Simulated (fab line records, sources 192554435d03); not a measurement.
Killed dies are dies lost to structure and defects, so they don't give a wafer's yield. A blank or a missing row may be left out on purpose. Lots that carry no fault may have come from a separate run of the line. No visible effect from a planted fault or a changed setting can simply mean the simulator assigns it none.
fab line records	flow n5Finfet
[record] lots = 7	wafers = 21
route steps=1938 shown ZERO_LAYER@4 WELL_APT@21 PMOS_HMC_CHANNEL_EPI@69 FIN_CUT@160 DUMMY_GATE@225 SD_EPI_N@263
startH: the number of hours between the record's first day and the start of the first shown wafer of the lot	waitH: hours from the lot's prior step to this one	" identical to the entry in the row above	L1.1+2: a single row standing in for several wafers	- value missing, or start not given	* or withheld: withheld	< > ~ a bound
route shown NAME@n: NAME is a module with steps in the file, n the number in the route of the first one	usual: average and standard deviation across the fault-free wafers	same: alike in all rows	chamber/n: place in a boat	sites: per-site readings	_std_site: standard deviation across them	_edge_site: mean of outer sites minus mean of inner sites	radiusMm: for every site, how far away it sits from the centre of the wafer	mask NAME#n: copy n	behind: the most recent tool/chamber to have shaped the wafer	hold: reason for holding the lot/hours on hold/outcome of the hold	device: transistor that didn't switch, given as n, p or np	end of line: tests of these same wafers at the route's end	a step given without rows: its recipe and nothing more	killed: dies that structure and defects cost at the first sort, which is not the same as the wafer's yield	map: a wafer's dies, marking killed ones x, the rest . and places with no die _
set.NAME: the setting as run; set.NAME@STEP: as run at that earlier step	model.NAME: the simulator's own value behind a step, which no gauge read
lots run with intentionally changed settings; tables by step, rows by wafer
[[steps]]
[step N5_ZERO_LAYER_PECVD_02]
[recipe] material = SiO2	targetThkA = 100	tempC = 400	precursor = SiH4/N2O	pressureTorr = 0.75	rfW = 275	timeS = 6
lot.wafer	tool	chamber	startH	waitH	set.timeS	model.SiO2_of_ZERO_LAYER_PECVD_02.thkNm
L075.1	pecvd-02	2	18.28	0.0	6	9.77
L075.3	"	0	"	"	6	9.822
L075.4	"	2	"	"	6	10.07
L076.1	pecvd-02	1	24.47	0.0	6	9.96
L076.2	"	0	"	"	6	9.652
L076.6	"	2	"	"	6	9.894
L077.2	pecvd-02	2	30.28	0.0	6	9.912
L077.5	"	2	"	"	6	10.09
L077.6	"	0	"	"	5.567	9.386
L080.4	pecvd-02	1	48.31	0.1	6.41	10.72
L080.5	"	0	"	"	6.41	10.75
L080.6	"	2	"	"	6	9.785
L087.1	pecvd-03	1	90.28	0.0	6	9.807
L087.2	"	0	"	"	6.483	10.58
L087.4	"	0	"	"	6.483	10.78
L089.2	pecvd-03	0	102.28	0.0	6	10.08
L089.3	"	1	"	"	6	10.3
L089.5	"	1	"	"	6	10.42
L090.1	pecvd-01	2	108.28	0.0	5.49	9.58
L090.2	"	0	"	"	6	9.952
L090.4	"	0	"	"	5.49	9.269
[step N5_ZERO_LAYER_COAT_05]
[recipe] spinRpm = 1500	resistThkNm = 1000
lot.wafer	tool	chamber	startH	waitH	set.spinRpm	model.coat_of_ZERO_LAYER_COAT_05.thkNm
L075.1	lithoTrack-01	0	-	-	1500	998.4
L075.3	"	0	"	"	1500	1003
L075.4	"	0	"	"	1500	999.8
L076.1	lithoTrack-01	0	-	-	1612	970.3
L076.2	"	0	"	"	1612	968.6
L076.6	"	0	"	"	1500	1006
L077.2	lithoTrack-01	0	-	-	1424	1027
L077.5	"	0	"	"	1500	1003
L077.6	"	0	"	"	1424	1028
L080.4+6	lithoTrack-01	0	-	-	1500	1004
L080.5	"	0	"	"	1500	1003
L087.1	lithoTrack-01	0	-	-	1668	948.7
L087.2	"	0	"	"	1668	947
L087.4	"	0	"	"	1500	996.9
L089.2	lithoTrack-02	0	-	-	1500	1001
L089.3+5	"	0	"	"	1420	1028
L090.1	lithoTrack-01	0	-	-	1667	949.9
L090.2+4	"	0	"	"	1500	1002
[step N5_ZERO_LAYER_EXPOSE_08]
[recipe] maskId = ZERO	na = 0.55	sourceShape = conventional	sigmaOuter = 0.8	polarization = unpolarized	defocusNm = 0	targetCdNm = 2000	doseMj = 16.2
lot.wafer	tool	chamber	startH	waitH	mask	set.doseMj
L075.1+3+4	krfScanner-02	0	18.46	-	ZERO#0	16.2
L076.1+2	krfScanner-02	0	24.65	-	ZERO#0	16.2
L076.6	"	0	"	"	ZERO#0	15.88
L077.2+5+6	krfScanner-01	0	30.60	-	ZERO#0	16.2
L080.4+5+6	krfScanner-02	0	48.48	-	ZERO#0	16.2
L087.1+2	krfScanner-01	0	90.47	-	ZERO#0	16.2
L087.4	"	0	"	"	ZERO#0	16.96
L089.2+3+5	krfScanner-01	0	102.60	-	ZERO#0	16.2
L090.1+2+4	krfScanner-01	0	108.46	-	ZERO#0	16.2
[step N5_ZERO_LAYER_PEB_09]
[recipe] pebTempC = withheld	pebTimeS = *
[step N5_ZERO_LAYER_DEVELOP_10]
[recipe] developTimeS = 60	rinseLiquid = diw	dry = airSpin	devTempC = 21
[step N5_ZERO_LAYER_DESCUM_16]
[recipe] chemistry = O2	timeS = 7.9	sourcePowerW = 50	biasPowerW = 20	pressureMtorr = 20	rfFrequencyHz = 2.712e+07	tempC = 40	o2FlowSccm = 225
[step N5_ZERO_LAYER_ETCH_17]
[recipe] chemistry = CF4	target = SiO2	targetDepthA = 120	timeS = 13.3	ionEnergyEv = 350	pressureMtorr = 40	sourceW = 450	biasW = 215	Ar_flow_sccm = 100	cf4FlowSccm = 100
lot.wafer	tool	chamber	startH	waitH	set.spinRpm@ZERO_LAYER_COAT_05	model.coat_of_ZERO_LAYER_COAT_05.thkNm
L075.1	rieDiel-02	2	18.71	0.0	1500	968.7
L075.3	"	1	"	"	1500	973.5
L075.4	"	0	"	"	1500	970.5
L076.1	rieDiel-04	0	24.90	0.0	1612	940.5
L076.2	"	1	"	"	1612	939.2
L076.6	"	0	"	"	1500	975.9
L077.2	rieDiel-04	0	30.85	0.0	1424	997.7
L077.5	"	1	"	"	1500	973.2
L077.6	"	0	"	"	1424	998.2
L080.4	rieDiel-04	1	48.93	0.0	1500	974.4
L080.5	"	3	"	"	1500	973.9
L080.6	"	0	"	"	1500	974
L087.1	rieDiel-03	2	90.78	0.0	1668	919.2
L087.2	"	3	"	"	1668	917.6
L087.4	"	1	"	"	1500	967.2
L089.2	rieDiel-03	2	102.84	0.0	1500	971.2
L089.3	"	1	"	"	1420	998.8
L089.5	"	3	"	"	1420	998.7
L090.1	rieDiel-04	1	108.86	0.0	1667	920.6
L090.2	"	3	"	"	1500	972.2
L090.4	"	2	"	"	1500	972
[step N5_ZERO_LAYER_ETCH_18]
[recipe] chemistry = HBr/Cl2	target = Si	targetDepthA = 1200	timeS = 40	pressureMtorr = 10	icpW = 800	biasW = 75	HBr_flow_sccm = 150	Cl2_flow_sccm = 80
[step N5_ZERO_LAYER_STRIP_24]
[recipe] chemistry = O2	powerW = 1000	tempC = 250	overashFraction = 0.3	pressureMtorr = 1000	o2FlowSccm = 6750
[usual] stripTimeToEndpointS = 43.89/0.071
lot.wafer	tool	chamber	startH	waitH	set.spinRpm@ZERO_LAYER_COAT_05	stripTimeToEndpointS
L075.1	plasmaAsher-02	1	18.89	0.1	1500	43.79
L075.3	"	0	"	"	1500	43.97
L075.4	"	1	"	"	1500	43.88
L076.1	plasmaAsher-01	1	25.08	0.1	1612	42.93
L076.2	"	0	"	"	1612	42.92
L076.6	"	0	"	"	1500	43.97
L077.2	plasmaAsher-02	0	31.03	0.1	1424	44.64
L077.5	"	0	"	"	1500	43.92
L077.6	"	1	"	"	1424	44.68
L080.4	plasmaAsher-01	1	49.10	0.1	1500	43.96
L080.5	"	1	"	"	1500	43.97
L080.6	"	0	"	"	1500	43.95
L087.1	plasmaAsher-02	1	90.97	0.1	1668	42.28
L087.2	"	0	"	"	1668	42.26
L087.4	"	0	"	"	1500	43.75
L089.2	plasmaAsher-01	1	103.03	0.1	1500	43.86
L089.3	"	1	"	"	1420	44.69
L089.5	"	1	"	"	1420	44.71
L090.1	plasmaAsher-01	0	109.03	0.1	1667	42.36
L090.2	"	1	"	"	1500	43.92
L090.4	"	1	"	"	1500	43.88
[step N5_WELL_APT_COAT_02]
[recipe] spinRpm = 1357	resistThkNm = 950
lot.wafer	tool	chamber	startH	waitH	set.spinRpm	model.coat_of_WELL_APT_COAT_02.thkNm
L075.1	lithoTrack-03	0	-	-	1357	951.2
L075.3	"	0	"	"	1357	950.5
L075.4	"	0	"	"	1357	948.5
L076.1	lithoTrack-04	0	-	-	1357	947.7
L076.2	"	0	"	"	1357	948.7
L076.6	"	0	"	"	1357	949.5
L077.2	lithoTrack-01	0	-	-	1275	982.3
L077.5	"	0	"	"	1357	947.4
L077.6	"	0	"	"	1357	951.2
L080.4	lithoTrack-04	0	-	-	1357	949.8
L080.5	"	0	"	"	1317	962.3
L080.6	"	0	"	"	1357	952.2
L087.1	lithoTrack-04	0	-	-	1406	933
L087.2	"	0	"	"	1357	947.5
L087.4	"	0	"	"	1406	933.2
L089.2	lithoTrack-04	0	-	-	1357	946
L089.3	"	0	"	"	1236	991
L089.5	"	0	"	"	1357	945.5
L090.1	lithoTrack-01	0	-	-	1357	950.8
L090.2	"	0	"	"	1357	954.6
L090.4	"	0	"	"	1357	951.1
[step N5_PMOS_HMC_CHANNEL_EPI_ETCH_32]
[recipe] chemistry = N2/H2	target = BARC	stopOn = SiO2	targetDepthA = 858	overEtchFrac = 0.3	timeS = 50.3	ionEnergyEv = 200	maskMaterial = CAR-ArF-block	pressureMtorr = 30	sourceW = 840	biasW = 150	n2FlowSccm = 200	h2FlowSccm = 200
[usual] rfVppV = 523.7/2.4
lot.wafer	tool	chamber	startH	waitH	set.biasW	rfVppV
L075.1	rieDiel-02	0	29.59	0.0	150	526.8
L075.3	"	3	"	"	150	520.4
L075.4	"	1	"	"	150	524.2
L076.1	rieDiel-04	0	30.28	0.0	150	521.3
L076.2	"	2	"	"	150	523.4
L076.6	"	0	"	"	150	520.2
L077.2	rieDiel-03	0	35.63	0.0	150	523.8
L077.5	"	0	"	"	150	522.7
L077.6	"	1	"	"	150	522.7
L080.4	rieDiel-03	1	53.55	0.0	150	523.7
L080.5	"	2	"	"	172.9	569.9
L080.6	"	3	"	"	150	526.5
L087.1	rieDiel-03	3	95.28	0.0	150	526.4
L087.2	"	0	"	"	134	484.6
L087.4	"	2	"	"	150	521.8
L089.2	rieDiel-02	3	107.56	0.0	126.7	467.8
L089.3	"	0	"	"	150	525.7
L089.5	"	0	"	"	126.7	473.2
L090.1	rieDiel-04	0	113.33	0.0	150	519.3
L090.2	"	2	"	"	150	523.5
L090.4	"	1	"	"	150	525.5
[step N5_FIN_CUT_EXPOSE_05]
[recipe] maskId = FIN_CUT	na = 0.33	sourceShape = annular	sigmaInner = 0.35	sigmaOuter = 0.8	polarization = unpolarized	doseMj = 45.75
lot.wafer	tool	chamber	startH	waitH	mask	set.doseMj
L075.1+3+4	euvScanner-01	0	39.96	-	FIN_CUT#0	45.75
L076.1+2+6	euvScanner-01	0	40.36	-	FIN_CUT#0	45.75
L077.2+5+6	euvScanner-01	0	47.57	-	FIN_CUT#0	45.75
L080.4	euvScanner-02	0	62.60	-	FIN_CUT#0	45.75
L080.5+6	"	0	"	"	FIN_CUT#0	47.12
L087.1+2	euvScanner-02	0	106.98	-	FIN_CUT#0	48.98
L087.4	"	0	"	"	FIN_CUT#0	45.75
L089.2+3	euvScanner-02	0	116.99	-	FIN_CUT#0	47.68
L089.5	"	0	"	"	FIN_CUT#0	45.75
L090.1+2+4	euvScanner-02	0	122.93	-	FIN_CUT#0	45.75
[step N5_FIN_CUT_PEB_06]
[recipe] pebTempC = 100	pebTimeS = 60	resist = CAR-EUV
[step N5_FIN_CUT_DEVELOP_07]
[recipe] developTimeS = 30	developer = TMAH	resist = CAR-EUV	rinseLiquid = surfactantRinse	dry = airSpin	devTempC = 23
[step N5_FIN_CUT_CD_MEAS_08]
[recipe] targetCdNm = 29.1	landingEnergyEv = 500	detector = seInlens	polarity = opening
[usual] cdNm = 29.08/0.23
lot.wafer	tool	chamber	startH	waitH	set.doseMj@FIN_CUT_EXPOSE_05	cdNm
L075.1	cdSem-01	0	40.09	-	45.75	29.33
L075.3	"	0	"	"	45.75	28.88
L075.4	"	0	"	"	45.75	28.98
L076.1	cdSem-03	0	40.50	-	45.75	28.66
L076.2	"	0	"	"	45.75	29.35
L076.6	"	0	"	"	45.75	29.08
L077.2	cdSem-01	0	47.70	-	45.75	29.23
L077.5	"	0	"	"	45.75	29.38
L077.6	"	0	"	"	45.75	29.21
L080.4	cdSem-03	0	62.72	-	45.75	29.25
L080.5	"	0	"	"	47.12	29.52
L080.6	"	0	"	"	47.12	29.67
L087.1	cdSem-03	0	107.11	-	48.98	30.79
L087.2	"	0	"	"	48.98	30.47
L087.4	"	0	"	"	45.75	29.04
L089.2	cdSem-02	0	117.12	-	47.68	29.72
L089.3	"	0	"	"	47.68	29.94
L089.5	"	0	"	"	45.75	29.00
L090.1	cdSem-01	0	123.06	-	45.75	28.91
L090.2	"	0	"	"	45.75	29.28
L090.4	"	0	"	"	45.75	29.17
[step N5_FIN_CUT_DESCUM_13]
[recipe] chemistry = O2	timeS = 7	sourcePowerW = 50	biasPowerW = 20	pressureMtorr = 20	rfFrequencyHz = 2.712e+07	tempC = 40	resist = CAR-EUV	o2FlowSccm = 225
[step N5_FIN_CUT_ETCH_30]
[recipe] chemistry = N2/H2	target = underlayer	targetDepthA = 130	maskMaterial = CAR-EUV	timeS = 10.4	ionEnergyEv = 200	pressureMtorr = 30	sourceW = 840	biasW = 150	n2FlowSccm = 200	h2FlowSccm = 200	ends = cleared
lot.wafer	tool	chamber	startH	waitH	set.doseMj@FIN_CUT_EXPOSE_05	model.FIN_CUT.cdOffsetNm
L075.1	rieDiel-02	1	40.54	0.0	45.75	-0.4
L075.3	"	3	"	"	45.75	0
L075.4	"	2	"	"	45.75	-0.2
L076.1+2+6	rieDiel-03	3,1,1	41.07	0.0	45.75	0
L077.2+6	rieDiel-02	0	47.86	0.0	45.75	0
L077.5	"	1	"	"	45.75	-0.2
L080.4	rieDiel-02	0	62.88	0.0	45.75	0
L080.5+6	"	0,1	"	"	47.12	0.4
L087.1	rieDiel-03	2	107.27	0.0	48.98	1
L087.2	"	1	"	"	48.98	1.2
L087.4	"	3	"	"	45.75	0
L089.2	rieDiel-04	2	117.28	0.0	47.68	0.8
L089.3	"	1	"	"	47.68	0.6
L089.5	"	1	"	"	45.75	-0.2
L090.1+2+4	rieDiel-04	0,2,0	123.22	0.0	45.75	0
[step N5_FIN_CUT_ETCH_20]
[recipe] chemistry = CF4	target = SiARC	targetDepthA = 260	maskMaterial = CAR-EUV	timeS = 43.3	ionEnergyEv = 80	pressureMtorr = 40	sourceW = 545	biasW = 36	Ar_flow_sccm = 100	cf4FlowSccm = 100	ends = cleared
lot.wafer	tool	chamber	startH	waitH	set.doseMj@FIN_CUT_EXPOSE_05	model.FIN_CUT.cdOffsetNm
L075.1	rieDiel-02	1	40.56	0.0	45.75	-0.4
L075.3	"	3	"	"	45.75	0
L075.4	"	2	"	"	45.75	-0.2
L076.1+2	rieDiel-03	3,1	41.09	0.0	45.75	0.2
L076.6	"	1	"	"	45.75	0
L077.2+6	rieDiel-02	0	47.88	0.0	45.75	0
L077.5	"	1	"	"	45.75	-0.4
L080.4	rieDiel-02	0	62.90	0.0	45.75	-0.2
L080.5+6	"	0,1	"	"	47.12	0.4
L087.1	rieDiel-03	2	107.29	0.0	48.98	1
L087.2	"	1	"	"	48.98	1.2
L087.4	"	3	"	"	45.75	0
L089.2	rieDiel-04	2	117.30	0.0	47.68	0.6
L089.3	"	1	"	"	47.68	0.8
L089.5	"	1	"	"	45.75	0
L090.1+2	rieDiel-04	0,2	123.24	0.0	45.75	-0.2
L090.4	"	0	"	"	45.75	0
[step N5_DUMMY_GATE_COAT_09]
[recipe] resist = CAR-EUV	spinRpm = 1500	resistThkNm = 30
lot.wafer	tool	chamber	startH	waitH	set.spinRpm	model.CAR-EUV_of_DUMMY_GATE_COAT_09.thkNm
L075.1+3+4	lithoTrack-02	0	-	-	1500	30
L076.1	lithoTrack-05	0	-	-	1500	30
L076.2+6	"	0	"	"	1349	31.6
L077.2+5	lithoTrack-05	0	-	-	1500	30
L077.6	"	0	"	"	1500	29.8
L080.4+5+6	lithoTrack-01	0	-	-	1341	31.8
L087.1	lithoTrack-05	0	-	-	1500	30
L087.2+4	"	0	"	"	1500	30.2
L089.2+5	lithoTrack-05	0	-	-	1500	30
L089.3	"	0	"	"	1456	30.6
L090.1+2	lithoTrack-01	0	-	-	1500	30.2
L090.4	"	0	"	"	1580	29.4
[step N5_DUMMY_GATE_EBR_11]
[recipe] solvent = PGMEA	ebrWidthMm = 1.5
[step N5_DUMMY_GATE_SOFTBAKE_10]
[recipe] tempC = 110	timeS = 60	resist = CAR-EUV
[step N5_DUMMY_GATE_DESCUM_20]
[recipe] chemistry = O2	timeS = 6.2	sourcePowerW = 50	biasPowerW = 20	pressureMtorr = 20	rfFrequencyHz = 2.712e+07	tempC = 40	resist = CAR-EUV	o2FlowSccm = 225
lot.wafer	tool	chamber	startH	waitH	set.spinRpm@DUMMY_GATE_COAT_09	model.CAR-EUV_of_DUMMY_GATE_COAT_09.thkNm
L075.1+4	rieDiel-04	0	59.03	0.0	1500	26.4
L075.3	"	2	"	"	1500	26.6
L076.1	rieDiel-04	2	60.91	0.0	1500	26.4
L076.2+6	"	3,0	"	"	1349	28.2
L077.2+5+6	rieDiel-02	0,2,3	67.29	0.3	1500	26.4
L080.4+5+6	rieDiel-03	0,2,3	81.32	0.1	1341	28.2
L087.1+2+4	rieDiel-04	0,2,0	125.83	0.0	1500	26.6
L089.2+5	rieDiel-03	3,0	135.83	0.0	1500	26.6
L089.3	"	2	"	"	1456	27
L090.1+2	rieDiel-04	1,2	145.51	0.0	1500	26.6
L090.4	"	0	"	"	1580	25.8
[step N5_DUMMY_GATE_ETCH_29]
[recipe] chemistry = N2/H2	target = underlayer	targetDepthA = 130	ionEnergyEv = 200	pressureMtorr = 30	sourceW = 840	biasW = 150	n2FlowSccm = 200	h2FlowSccm = 200
lot.wafer	tool	chamber	startH	waitH	set.spinRpm@DUMMY_GATE_COAT_09	model.CAR-EUV_of_DUMMY_GATE_COAT_09.thkNm
L075.1+4	rieDiel-04	0	59.09	0.0	1500	18.8
L075.3	"	2	"	"	1500	19
L076.1	rieDiel-04	2	60.98	0.0	1500	18.8
L076.2+6	"	3,0	"	"	1349	20.6
L077.2	rieDiel-02	0	67.36	0.0	1500	19
L077.5	"	2	"	"	1500	18.8
L077.6	"	3	"	"	1500	18.4
L080.4+6	rieDiel-03	0,3	81.38	0.0	1341	20.8
L080.5	"	2	"	"	1341	20.6
L087.1+2+4	rieDiel-04	0,2,0	125.90	0.0	1500	19.2
L089.2+5	rieDiel-03	3,0	135.89	0.0	1500	19.2
L089.3	"	2	"	"	1456	19.6
L090.1	rieDiel-04	1	145.57	0.0	1500	19.4
L090.2	"	2	"	"	1500	19
L090.4	"	0	"	"	1580	18.2
[step N5_SD_EPI_N_COAT_33]
[recipe] resist = SiARC	tempC = 220	timeS = 60	spinRpm = 1500	resistThkNm = 35
lot.wafer	tool	chamber	startH	waitH	set.spinRpm	model.SiARC_of_SD_EPI_N_COAT_33.thkNm
L075.1+4	lithoTrack-03	0	-	-	1500	34.8
L075.3	"	0	"	"	1500	35
L076.1+2	lithoTrack-03	0	-	-	1500	34.8
L076.6	"	0	"	"	1354	36.6
L077.2+6	lithoTrack-03	0	-	-	1500	34.8
L077.5	"	0	"	"	1500	35
L080.4+5+6	lithoTrack-04	0	-	-	1500	35
L087.1	lithoTrack-04	0	-	-	1500	34.8
L087.2+4	"	0	"	"	1455	35.4
L089.2	lithoTrack-03	0	-	-	1615	33.6
L089.3	"	0	"	"	1500	35
L089.5	"	0	"	"	1615	33.8
L090.1+4	lithoTrack-03	0	-	-	1438	35.8
L090.2	"	0	"	"	1500	35
[[key]]
[split] step = N5_ZERO_LAYER_PECVD_02	setting = timeS	stated = 6	by = wafer
[response] step = N5_ZERO_LAYER_PECVD_02	reading = model.SiO2_of_ZERO_LAYER_PECVD_02.thkNm	change = +0.0952	per = 1%	r = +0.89
[split] step = N5_ZERO_LAYER_COAT_05	setting = spinRpm	stated = 1500	by = wafer
[response] step = N5_ZERO_LAYER_COAT_05	reading = model.coat_of_ZERO_LAYER_COAT_05.thkNm	change = -4.65	per = 1%	r = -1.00
[response] step = N5_ZERO_LAYER_ETCH_17	reading = model.coat_of_ZERO_LAYER_COAT_05.thkNm	change = -4.62	per = 1%	r = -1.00
[response] step = N5_ZERO_LAYER_STRIP_24	reading = stripTimeToEndpointS	change = *	per = 1%	r = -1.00
[split] step = N5_ZERO_LAYER_EXPOSE_08	setting = doseMj	stated = 16.2	by = wafer
response none clear
[split] step = N5_WELL_APT_COAT_02	setting = spinRpm	stated = 1357	by = wafer
[response] step = N5_WELL_APT_COAT_02	reading = model.coat_of_WELL_APT_COAT_02.thkNm	change = -5	per = 1%	r = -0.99
[split] step = N5_PMOS_HMC_CHANNEL_EPI_ETCH_32	setting = biasW	stated = 150	by = wafer
[response] step = N5_PMOS_HMC_CHANNEL_EPI_ETCH_32	reading = rfVppV	change = +3.33	per = 1%	r = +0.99
[split] step = N5_FIN_CUT_EXPOSE_05	setting = doseMj	stated = 45.75	by = wafer
[response] step = N5_FIN_CUT_CD_MEAS_08	reading = cdNm	change = +0.205	per = 1%	r = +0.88
[response] step = N5_FIN_CUT_ETCH_30	reading = model.FIN_CUT.cdOffsetNm	change = +0.167	per = 1%	r = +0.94
[response] step = N5_FIN_CUT_ETCH_20	reading = model.FIN_CUT.cdOffsetNm	change = +0.163	per = 1%	r = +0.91
[split] step = N5_DUMMY_GATE_COAT_09	setting = spinRpm	stated = 1500	by = wafer
[response] step = N5_DUMMY_GATE_COAT_09	reading = model.CAR-EUV_of_DUMMY_GATE_COAT_09.thkNm	change = -0.16	per = 1%	r = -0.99
[response] step = N5_DUMMY_GATE_DESCUM_20	reading = model.CAR-EUV_of_DUMMY_GATE_COAT_09.thkNm	change = -0.17	per = 1%	r = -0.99
[response] step = N5_DUMMY_GATE_ETCH_29	reading = model.CAR-EUV_of_DUMMY_GATE_COAT_09.thkNm	change = -0.178	per = 1%	r = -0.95
[split] step = N5_SD_EPI_N_COAT_33	setting = spinRpm	stated = 1500	by = wafer
[response] step = N5_SD_EPI_N_COAT_33	reading = model.SiARC_of_SD_EPI_N_COAT_33.thkNm	change = -0.181	per = 1%	r = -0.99
